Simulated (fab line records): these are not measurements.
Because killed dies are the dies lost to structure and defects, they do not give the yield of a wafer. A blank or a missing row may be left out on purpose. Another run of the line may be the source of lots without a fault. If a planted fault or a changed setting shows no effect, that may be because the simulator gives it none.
Chamber matching    flow n5_finfet    pecvd-02 running N5_BEOL_M13_ILD_DEP_00: 3 sister chambers
The step deposits SiOC from DEMS/O2, target thk 837.92 nm, time 166.4 s. 6 wafers are shown with their chamber, then 9 later ones without.

WAFERS PAIRED WITH THEIR CHAMBERS
wafer   chamber  showerhead_plenum_p_Torr (Torr)  heater_power_w (W)
L085.1  0        5.697                            425
L085.4  1        5.703                            518
L085.6  2        5.737                            487
L091.2  1        5.690                            562
L091.3  2        5.740                            529
L091.4  0        5.694                            489

WAFERS MISSING THEIR CHAMBER
wafer   showerhead_plenum_p_Torr (Torr)  heater_power_w (W)
L092.2  5.710                            468
L092.4  5.719                            432
L092.6  5.693                            494
L095.1  5.698                            409
L095.2  5.732                            462
L095.4  5.733                            493
L097.1  5.717                            451
L097.4  5.713                            473
L097.5  5.718                            437

CHAMBER TAKEN BY EACH
wafer   from the rows above           in truth
L092.2  can't be placed: 0 or 1       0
L092.4  can't be placed: 2 or 0 or 1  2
L092.6  can't be placed: 0 or 1       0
L095.1  0                             0
L095.2  2                             2
L095.4  2                             2
L097.1  can't be placed: 0 or 2 or 1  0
L097.4  can't be placed: 0 or 1 or 2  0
L097.5  can't be placed: 0 or 2 or 1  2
Correct placement for 3 of the 9. Not placeable from these rows: 6 (in 6, the candidates include the true chamber). 0 placed wrongly.
How it was worked out, from the rows above alone: a wafer's distance from a chamber is the root of the sum, over the readings, of the square of ((its reading less the chamber's mean) divided by the reading's scatter). If the next closest chamber is less than 2 further off than the closest, the wafer can't be placed; otherwise it belongs to the closest. A chamber's mean is the mean of its shown wafers. The scatter: the root of (the sum of the squares of (reading less its chamber's mean) over the shown wafers, divided by (wafers less chambers)).
